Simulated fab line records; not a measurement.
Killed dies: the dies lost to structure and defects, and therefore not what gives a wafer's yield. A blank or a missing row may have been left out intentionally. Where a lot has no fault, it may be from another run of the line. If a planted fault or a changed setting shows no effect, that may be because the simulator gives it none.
fab line records -- flow nandHarc -- part 1 of 2: steps 1 to 4 of 6
[record] lots = 23, wafers = 69, lastDay = 25
route steps=1159 shown A_CONTACT@942 A_BLC@983 A_M0@1013 A_M1@1040 A_BONDPAD@1077
lots with no fault: from the same line, run without faults
startH: the number of hours between the record's first day and the start of the first shown wafer of the lot -- waitH: time in hours since the lot's previous step -- " unchanged from the row above -- L1.1+2: one row covering several wafers at once -- - no value, or no start was given -- * or withheld: withheld -- < > ~ a bound
route shown NAME@n: NAME is a module with steps in the file, n the number in the route of the first one -- usual: mean/standard deviation of fault-free wafers -- same: alike in all rows -- chamber/n: place in a boat -- sites: each site's reading -- _std_site: standard deviation across them -- _edge_site: the outer-site mean with the inner-site mean subtracted -- radiusMm: for every site, how far away it sits from the centre of the wafer -- mask NAME#n: copy n -- behind: tool/chamber where the wafer was last shaped -- hold: why the lot went on hold/how many hours it stayed there/how the hold came to an end -- device: names the non-switching transistor (n, p or np) -- end of line: the same wafers' tests at the end of the route -- where a step has no rows: the recipe by itself -- killed: at the first sort, the dies lost to defects and structure; wafer yield is something else -- map: a wafer's dies, marking killed ones x, the rest . and places with no die _
set.NAME: the setting that was run; set.NAME@STEP: the one run at that earlier step -- model.NAME: the simulator's own value behind a step, which no gauge read
one table for each step of the route and one row for each wafer, over a sample of lots
services: from which hour (startH, from the record's first day; less than 0 if before it) a tool's chamber was out of use, for how many hours, and why
[[steps]]
[step NHARC_A_CONTACT_ETCH_31]
[recipe] targetDepthA = 20000, overEtchFrac = 0.3, timeS = 520, ionEnergyEv = 150, o2FlowSccm = 400, cosFlowSccm = 20, arFlowSccm = 0, rfW = 500, biasW = 300, chemistry = O2/COS
[usual] drypumpMotorCurrentA = 5.4/0.46, oesProductAu = 1.003/0.012, rfVppV = 313.8/1.6, showerheadPlenumPTorr = 3.10/0.1, throttleValvePct = 28.330/0.0094
lot.wafer,tool,chamber,startH,waitH,drypumpMotorCurrentA,oesProductAu,rfHoursCounterH,rfVppV,showerheadPlenumPTorr,throttleValvePct
L074.3,rieDiel-04,1,-,-,5.0,1.006,32,313.3,3.11,28.328
L074.4,rieDiel-04,2,-,-,5.8,1.004,33,313.7,3.07,28.331
L074.5,rieDiel-04,1,-,-,5.0,1.013,-,313.8,3.11,28.342
L075.1,rieDiel-02,3,-,-,5.4,1.019,12,315.1,3.11,28.321
L075.4,rieDiel-02,2,-,-,5.2,1.010,17,317.0,3.36,28.312
L075.5,rieDiel-02,3,-,-,5.4,1.011,-,314.8,3.11,28.352
L077.2,rieDiel-04,0,-,-,5.6,1.005,40,313.7,3.09,28.330
L077.1,rieDiel-04,3,-,-,5.3,0.998,36,312.0,2.97,28.335
L077.6,rieDiel-04,1,-,-,4.9,1.008,-,314.3,3.11,28.329
L076.2,rieDiel-12,0,-,-,5.5,1.004,1,312.6,3.10,28.315
L076.4,rieDiel-12,2,-,-,5.2,1.008,1,314.5,3.05,28.320
L076.6,rieDiel-12,1,-,-,4.7,1.008,-,317.0,3.27,28.327
L079.2,rieDiel-12,3,-,-,6.3,0.999,2,312.8,2.98,28.334
L079.1,rieDiel-12,0,-,-,5.5,0.999,2,315.4,3.10,28.332
L079.5,rieDiel-12,0,-,-,5.5,0.999,-,314.0,3.10,28.327
L081.4,rieDiel-02,2,-,-,5.2,1.012,28,317.2,3.36,28.337
L081.5,rieDiel-02,0,-,-,6.0,1.026,-,313.8,3.06,28.340
L081.6,rieDiel-02,1,-,-,5.5,1.024,-,313.6,3.15,28.319
L080.4,rieDiel-04,1,-,-,4.9,1.006,48,314.6,3.10,28.331
L080.3,rieDiel-04,0,-,-,5.6,1.006,51,313.9,3.09,28.333
L080.5,rieDiel-04,2,-,-,5.8,1.002,-,314.4,3.06,28.327
L078.4,rieDiel-12,0,-,-,5.5,0.992,5,313.4,3.10,28.331
L078.3,rieDiel-12,2,-,-,5.2,1.018,5,313.2,3.05,28.332
L078.6,rieDiel-12,0,-,-,5.5,0.990,-,314.7,3.10,28.322
L082.1,rieDiel-04,0,-,-,5.6,1.006,55,313.6,3.09,28.342
L082.2,rieDiel-04,1,-,-,5.0,1.021,53,314.6,3.10,28.332
L082.4,rieDiel-04,2,-,-,5.8,1.017,56,311.4,3.06,28.312
L085.4,rieDiel-02,2,-,-,5.2,1.023,37,316.7,3.35,28.338
L085.1,rieDiel-02,3,-,-,5.4,1.011,31,314.3,3.10,28.319
L085.2,rieDiel-02,0,-,-,6.0,1.014,37,311.7,3.06,28.325
L084.1,rieDiel-12,2,-,-,5.1,1.016,10,313.5,3.05,28.341
L084.5,rieDiel-12,3,-,-,6.2,1.001,-,311.8,2.98,28.321
L084.4,rieDiel-12,2,-,-,5.1,1.014,-,313.4,3.05,28.336
L087.2,rieDiel-04,3,-,-,5.3,1.004,60,311.7,2.96,28.337
L087.4,rieDiel-04,0,-,-,5.6,1.005,66,314.5,3.08,28.335
L087.5,rieDiel-04,0,-,-,5.6,1.007,-,312.7,3.08,28.323
L088.4,rieDiel-12,1,-,-,4.7,0.983,12,316.6,3.26,28.339
L088.2,rieDiel-12,2,-,-,5.2,0.996,12,314.0,3.05,28.318
L088.5,rieDiel-12,1,-,-,4.7,0.979,-,316.7,3.26,28.333
L086.1,rieDiel-04,2,-,-,5.9,1.012,69,312.3,3.05,28.340
L086.4,rieDiel-04,3,-,-,5.2,0.992,62,310.0,2.96,28.326
L086.2,rieDiel-04,0,-,-,5.6,1.009,68,314.3,3.08,28.328
L089.1,rieDiel-12,0,-,-,5.5,0.994,14,313.5,3.10,28.336
L089.4,rieDiel-12,1,-,-,4.7,0.989,15,317.0,3.26,28.339
L089.3,rieDiel-12,2,-,-,5.2,1.006,15,312.5,3.05,28.322
L090.1,rieDiel-12,0,-,-,5.5,0.977,16,315.0,3.10,28.331
L090.3,rieDiel-12,2,-,-,5.2,1.004,18,312.5,3.05,28.344
L090.6,rieDiel-12,1,-,-,4.7,0.987,-,315.9,3.26,28.335
L092.3,rieDiel-12,1,-,-,4.7,0.986,20,315.6,3.26,28.324
L092.4,rieDiel-12,3,-,-,6.2,0.986,20,311.6,2.97,28.339
L092.6,rieDiel-12,1,-,-,4.7,0.993,-,315.9,3.26,28.343
L091.3,rieDiel-04,3,-,-,5.3,1.016,4,311.5,2.95,28.324
L091.2,rieDiel-04,2,-,-,5.9,1.020,4,313.5,3.05,28.325
L091.4,rieDiel-04,2,-,-,5.9,1.023,-,313.4,3.05,28.321
L094.2,rieDiel-12,2,-,-,5.1,1.018,21,312.6,3.05,28.330
L094.4,rieDiel-12,3,-,-,6.2,0.989,20,310.8,2.97,28.328
L094.3,rieDiel-12,0,-,-,5.5,0.987,19,314.0,3.10,28.340
L093.3,rieDiel-04,1,-,-,5.0,1.012,3,314.2,3.09,28.314
L093.1,rieDiel-04,3,-,-,5.3,1.009,7,311.2,2.95,28.339
L093.6,rieDiel-04,2,-,-,5.8,1.017,-,312.1,3.05,28.324
L095.4,rieDiel-12,2,-,-,5.2,1.005,24,315.2,3.04,28.323
L095.1,rieDiel-12,3,-,-,6.2,0.986,23,310.8,2.97,28.321
L095.2,rieDiel-12,0,-,-,5.5,0.983,22,314.2,3.09,28.319
L097.4,rieDiel-12,3,-,-,6.2,0.989,25,312.3,2.97,28.334
L097.1,rieDiel-12,0,-,-,5.5,0.987,24,313.2,3.09,28.334
L097.6,rieDiel-12,1,-,-,4.7,0.995,-,315.6,3.25,28.345
L096.3,rieDiel-02,0,-,-,6.0,1.000,2,313.3,3.04,28.322
L096.1,rieDiel-02,1,-,-,5.5,0.999,3,314.2,3.13,28.320
L096.5,rieDiel-02,3,-,-,5.4,0.990,-,313.2,3.09,28.323
[step NHARC_A_BLC_STRIP_21]
[recipe] o2FlowSccm = 500, arFlowSccm = 0, biasW = 0, chemistry = O2
[usual] drypumpMotorCurrentA = 5.8/0.31, oesProductAu = 1.002/0.0087, rfVppV = 57.6/0.97, showerheadPlenumPTorr = 3.49/0.17, throttleValvePct = 17.036/0.01
lot.wafer,tool,chamber,startH,waitH,drypumpMotorCurrentA,oesProductAu,rfHoursCounterH,rfVppV,showerheadPlenumPTorr,throttleValvePct
L074.3,rieDiel-01,1,390.40,0.1,4.8,1.011,18,57.4,3.80,17.028
L074.4,rieDiel-01,1,390.40,0.1,4.8,0.997,-,59.4,3.80,17.043
L074.5,rieDiel-01,0,390.40,0.1,5.9,1.004,-,57.1,3.29,17.051
L075.4,rieDiel-01,1,399.98,0.1,4.8,1.007,21,58.7,3.80,17.053
L075.1,rieDiel-01,3,399.98,0.1,5.4,0.998,18,56.8,3.55,17.031
L075.5,rieDiel-01,2,399.98,0.1,6.2,1.018,-,56.9,3.41,17.043
L077.2,rieDiel-01,0,401.28,0.1,5.9,0.999,26,58.0,3.29,17.047
L077.1,rieDiel-01,2,401.28,0.1,6.2,1.004,27,58.8,3.41,17.035
L077.6,rieDiel-01,0,401.28,0.1,5.9,0.992,-,58.1,3.29,17.036
L076.2,rieDiel-07,0,401.75,0.1,6.0,1.007,15,58.6,3.38,17.009
L076.4,rieDiel-07,1,401.75,0.1,5.8,0.993,16,57.9,3.41,17.032
L076.6,rieDiel-07,0,401.75,0.1,6.0,1.011,-,57.3,3.38,17.037
L079.1,rieDiel-06,2,410.86,0.1,6.2,1.006,16,58.3,3.69,17.036
L079.2,rieDiel-06,0,410.86,0.1,5.7,0.987,16,56.7,3.52,17.040
L079.5,rieDiel-06,2,410.86,0.1,6.3,1.014,-,58.3,3.69,17.038
L081.4,rieDiel-06,1,427.51,0.1,5.6,1.000,0,58.8,3.73,17.022
L081.6,rieDiel-06,0,427.51,0.1,5.7,1.002,-,56.0,3.52,17.018
L081.5,rieDiel-06,1,427.51,0.1,5.7,1.008,-,58.4,3.73,17.022
L080.3,rieDiel-07,3,427.67,0.1,5.6,1.004,2,57.1,3.72,17.044
L080.4,rieDiel-07,1,427.67,0.1,5.8,0.988,1,58.1,3.41,17.044
L080.5,rieDiel-07,3,427.67,0.1,5.6,1.016,-,58.0,3.72,17.033
L078.3,rieDiel-07,0,430.99,0.1,6.0,1.008,1,56.6,3.38,17.026
L078.4,rieDiel-07,2,430.99,0.1,5.8,1.012,2,57.4,3.30,17.031
L078.6,rieDiel-07,1,430.99,0.1,5.7,0.982,-,56.7,3.41,17.041
L082.1,rieDiel-06,1,439.85,0.1,5.6,0.998,3,58.4,3.72,17.040
L082.2,rieDiel-06,0,439.85,0.1,5.7,1.011,3,57.6,3.52,17.019
L082.4,rieDiel-06,1,439.85,0.1,5.7,1.002,-,57.5,3.72,17.036
L085.2,rieDiel-07,2,455.27,0.1,5.8,1.014,4,56.6,3.30,17.021
L085.4,rieDiel-07,3,455.27,0.1,5.6,0.998,4,57.7,3.72,17.044
L085.1,rieDiel-07,0,455.27,0.1,6.0,1.016,3,54.9,3.38,17.031
L084.1,rieDiel-07,1,455.60,0.1,5.7,0.996,4,57.7,3.41,17.043
L084.4,rieDiel-07,3,455.60,0.1,5.7,1.004,4,58.1,3.72,17.051
L084.5,rieDiel-07,2,455.60,0.1,5.8,1.012,-,58.3,3.30,17.025
L088.2,rieDiel-07,3,461.23,0.1,5.6,1.007,4,58.3,3.72,17.040
L088.4,rieDiel-07,0,461.23,0.1,6.0,1.011,3,59.2,3.38,17.034
L088.5,rieDiel-07,1,461.23,0.1,5.7,0.998,-,58.5,3.41,17.019
L087.2,rieDiel-07,0,461.99,0.1,6.0,1.010,3,58.7,3.38,17.027
L087.4,rieDiel-07,1,461.99,0.1,5.8,0.982,4,57.8,3.41,17.026
L087.5,rieDiel-07,1,461.99,0.1,5.7,1.001,-,55.8,3.41,17.055
L086.4,rieDiel-07,0,472.30,0.1,6.0,1.013,4,57.3,3.38,17.032
L086.2,rieDiel-07,1,472.30,0.1,5.7,0.988,5,59.3,3.41,17.034
L086.1,rieDiel-07,3,472.30,0.1,5.6,0.992,5,58.0,3.71,17.049
L089.1,rieDiel-06,1,479.44,0.1,5.6,0.991,7,58.5,3.72,17.040
L089.3,rieDiel-06,2,479.44,0.1,6.2,1.008,5,58.6,3.69,17.029
L089.4,rieDiel-06,0,479.44,0.1,5.7,0.999,7,57.9,3.51,17.049
L090.3,rieDiel-06,1,484.73,0.1,5.6,1.001,8,58.3,3.72,17.033
L090.1,rieDiel-06,3,484.73,0.1,6.5,1.002,7,57.9,3.32,17.048
L090.6,rieDiel-06,2,484.73,0.1,6.2,1.013,-,59.9,3.69,17.029
L092.4,rieDiel-07,2,491.69,0.1,5.8,1.000,6,55.8,3.30,17.031
L092.3,rieDiel-07,3,491.69,0.1,5.6,1.010,6,58.1,3.71,17.053
L092.6,rieDiel-07,2,491.69,0.1,5.8,1.014,-,57.4,3.30,17.038
L091.3,rieDiel-07,0,497.33,0.3,6.0,1.017,7,56.3,3.37,17.030
L091.2,rieDiel-07,1,497.33,0.3,5.7,0.991,8,57.4,3.41,17.038
L091.4,rieDiel-07,2,497.33,0.3,5.8,1.002,8,56.6,3.30,17.046
L094.2,rieDiel-07,1,498.04,0.1,5.8,0.985,8,57.1,3.41,17.040
L094.4,rieDiel-07,2,498.04,0.1,5.8,1.002,8,57.9,3.30,17.040
L094.3,rieDiel-07,3,498.04,0.1,5.6,1.003,8,59.3,3.71,17.024
L093.3,rieDiel-07,3,498.83,0.1,5.6,0.995,8,58.0,3.71,17.026
L093.1,rieDiel-07,1,498.83,0.1,5.7,0.999,8,56.9,3.41,17.028
L093.6,rieDiel-07,2,498.83,0.1,5.8,1.008,-,57.6,3.30,17.029
L095.1,rieDiel-06,0,514.30,0.1,5.7,1.005,12,58.2,3.51,17.020
L095.4,rieDiel-06,1,514.30,0.1,5.6,1.003,12,56.9,3.72,17.031
L095.2,rieDiel-06,3,514.30,0.1,6.5,0.989,11,57.6,3.32,17.029
L097.1,rieDiel-07,0,523.41,0.1,6.0,1.007,9,55.9,3.37,17.029
L097.4,rieDiel-07,3,523.41,0.1,5.6,0.999,10,57.9,3.71,17.036
L097.6,rieDiel-07,1,523.41,0.1,5.7,0.990,-,58.2,3.41,17.056
L096.1,rieDiel-07,1,531.60,0.1,5.8,1.002,11,55.6,3.40,17.029
L096.3,rieDiel-07,3,531.60,0.1,5.6,1.000,11,58.3,3.71,17.034
L096.5,rieDiel-07,0,531.60,0.1,6.0,1.015,-,57.9,3.37,17.038
[step NHARC_A_M0_DEGAS_28]
[recipe] tempC = 250, timeS = 60
[usual] heaterPowerW = 334/46
lot.wafer,tool,chamber,startH,waitH,heaterPowerW
L074.3,pvdSputter-01,-,396.24,-,380
L074.4,pvdSputter-01,-,396.24,-,354
L074.5,pvdSputter-01,-,396.24,-,375
L075.4,pvdSputter-01,-,410.04,-,354
L075.1,pvdSputter-01,-,410.04,-,244
L075.5,pvdSputter-01,-,410.04,-,384
L077.2,pvdSputter-02,-,410.23,-,321
L077.1,pvdSputter-02,-,410.23,-,273
L077.6,pvdSputter-02,-,410.23,-,313
L076.2,pvdSputter-02,-,410.82,-,316
L076.4,pvdSputter-02,-,410.82,-,343
L076.6,pvdSputter-02,-,410.82,-,408
L079.2,pvdSputter-01,-,415.17,-,384
L079.1,pvdSputter-01,-,415.17,-,238
L079.5,pvdSputter-01,-,415.17,-,234
L081.4,pvdSputter-01,-,431.35,-,339
L081.6,pvdSputter-01,-,431.35,-,335
L081.5,pvdSputter-01,-,431.35,-,362
L080.3,pvdSputter-02,-,431.77,-,278
L080.4,pvdSputter-02,-,431.77,-,316
L080.5,pvdSputter-02,-,431.77,-,334
L078.3,pvdSputter-03,-,437.51,-,324
L078.4,pvdSputter-03,-,437.51,-,370
L078.6,pvdSputter-03,-,437.51,-,331
L082.2,pvdSputter-01,-,445.89,-,334
L082.4,pvdSputter-01,-,445.89,-,350
L082.1,pvdSputter-01,-,445.89,-,374
L085.1,pvdSputter-01,-,458.99,-,349
L085.2,pvdSputter-01,-,458.99,-,373
L085.4,pvdSputter-01,-,458.99,-,236
L084.1,pvdSputter-01,-,459.46,-,383
L084.4,pvdSputter-01,-,459.46,-,329
L084.5,pvdSputter-01,-,459.46,-,389
L088.4,pvdSputter-02,-,466.82,-,318
L088.2,pvdSputter-02,-,466.82,-,397
L088.5,pvdSputter-02,-,466.82,-,315
L087.2,pvdSputter-02,-,467.40,-,412
L087.4,pvdSputter-02,-,467.40,-,348
L087.5,pvdSputter-02,-,467.40,-,329
L086.2,pvdSputter-03,-,476.37,-,320
L086.1,pvdSputter-03,-,476.37,-,297
L086.4,pvdSputter-03,-,476.37,-,339
L089.3,pvdSputter-01,-,490.10,-,242
L089.4,pvdSputter-01,-,490.10,-,350
L089.1,pvdSputter-01,-,490.10,-,370
L090.1,pvdSputter-02,-,491.11,-,330
L090.3,pvdSputter-02,-,491.11,-,274
L090.6,pvdSputter-02,-,491.11,-,409
L092.3,pvdSputter-03,-,497.73,-,297
L092.4,pvdSputter-03,-,497.73,-,349
L092.6,pvdSputter-03,-,497.73,-,292
L091.3,pvdSputter-01,-,505.69,-,350
L091.2,pvdSputter-01,-,505.69,-,389
L091.4,pvdSputter-01,-,505.69,-,238
L094.2,pvdSputter-02,-,506.24,-,341
L094.4,pvdSputter-02,-,506.24,-,283
L094.3,pvdSputter-02,-,506.24,-,315
L093.1,pvdSputter-02,-,506.69,-,321
L093.3,pvdSputter-02,-,506.69,-,400
L093.6,pvdSputter-02,-,506.69,-,405
L095.2,pvdSputter-02,-,518.14,-,406
L095.4,pvdSputter-02,-,518.14,-,339
L095.1,pvdSputter-02,-,518.14,-,283
L097.4,pvdSputter-03,-,531.82,-,341
L097.1,pvdSputter-03,-,531.82,-,317
L097.6,pvdSputter-03,-,531.82,-,344
L096.3,pvdSputter-01,-,542.85,-,361
L096.1,pvdSputter-01,-,542.85,-,241
L096.5,pvdSputter-01,-,542.85,-,380
[step NHARC_A_M0_PVD_21]
[recipe] targetThkA = 300, chamberPressurePa = 5, powerW = 5000, substrateTempC = 30, timeS = 20.49, material = Cu
[usual] throttleValvePct = 30.4/1.1
lot.wafer,tool,chamber,startH,waitH,throttleValvePct
L074.3,pvdSputter-01,-,-,-,31.4
L074.4,pvdSputter-01,-,-,-,29.9
L074.5,pvdSputter-01,-,-,-,30.3
L075.1,pvdSputter-01,-,-,-,31.4
L075.4,pvdSputter-01,-,-,-,30.1
L075.5,pvdSputter-01,-,-,-,30.2
L077.2,pvdSputter-02,-,-,-,31.4
L077.1,pvdSputter-02,-,-,-,31.2
L077.6,pvdSputter-02,-,-,-,31.2
L076.2,pvdSputter-02,-,-,-,29.1
L076.4,pvdSputter-02,-,-,-,31.1
L076.6,pvdSputter-02,-,-,-,29.1
L079.2,pvdSputter-01,-,-,-,30.0
L079.1,pvdSputter-01,-,-,-,30.7
L079.5,pvdSputter-01,-,-,-,30.3
L081.4,pvdSputter-01,-,-,-,31.3
L081.5,pvdSputter-01,-,-,-,30.5
L081.6,pvdSputter-01,-,-,-,31.0
L080.3,pvdSputter-02,-,-,-,31.1
L080.4,pvdSputter-02,-,-,-,29.9
L080.5,pvdSputter-02,-,-,-,31.2
L078.3,pvdSputter-03,-,-,-,31.7
L078.4,pvdSputter-03,-,-,-,30.0
L078.6,pvdSputter-03,-,-,-,30.1
L082.1,pvdSputter-01,-,-,-,31.5
L082.2,pvdSputter-01,-,-,-,30.6
L082.4,pvdSputter-01,-,-,-,31.0
L085.1,pvdSputter-01,-,-,-,31.2
L085.2,pvdSputter-01,-,-,-,30.7
L085.4,pvdSputter-01,-,-,-,30.6
L084.4,pvdSputter-01,-,-,-,30.6
L084.1,pvdSputter-01,-,-,-,30.5
L084.5,pvdSputter-01,-,-,-,30.7
L088.2,pvdSputter-02,-,-,-,29.8
L088.4,pvdSputter-02,-,-,-,31.2
L088.5,pvdSputter-02,-,-,-,29.1
L087.2,pvdSputter-02,-,-,-,29.3
L087.4,pvdSputter-02,-,-,-,30.9
L087.5,pvdSputter-02,-,-,-,30.0
L086.1,pvdSputter-03,-,-,-,26.7
L086.2,pvdSputter-03,-,-,-,31.9
L086.4,pvdSputter-03,-,-,-,29.3
L089.4,pvdSputter-01,-,-,-,31.4
L089.3,pvdSputter-01,-,-,-,29.9
L089.1,pvdSputter-01,-,-,-,30.5
L090.3,pvdSputter-02,-,-,-,31.3
L090.1,pvdSputter-02,-,-,-,29.3
L090.6,pvdSputter-02,-,-,-,31.1
L092.3,pvdSputter-03,-,-,-,31.9
L092.4,pvdSputter-03,-,-,-,26.7
L092.6,pvdSputter-03,-,-,-,29.5
L091.4,pvdSputter-01,-,-,-,31.4
L091.2,pvdSputter-01,-,-,-,30.1
L091.3,pvdSputter-01,-,-,-,30.6
L094.4,pvdSputter-02,-,-,-,29.2
L094.2,pvdSputter-02,-,-,-,29.8
L094.3,pvdSputter-02,-,-,-,30.9
L093.3,pvdSputter-02,-,-,-,30.0
L093.1,pvdSputter-02,-,-,-,31.1
L093.6,pvdSputter-02,-,-,-,29.9
L095.2,pvdSputter-02,-,-,-,31.2
L095.4,pvdSputter-02,-,-,-,31.3
L095.1,pvdSputter-02,-,-,-,30.0
L097.1,pvdSputter-03,-,-,-,26.9
L097.4,pvdSputter-03,-,-,-,31.8
L097.6,pvdSputter-03,-,-,-,26.6
L096.3,pvdSputter-01,-,-,-,30.1
L096.1,pvdSputter-01,-,-,-,29.9
L096.5,pvdSputter-01,-,-,-,30.8
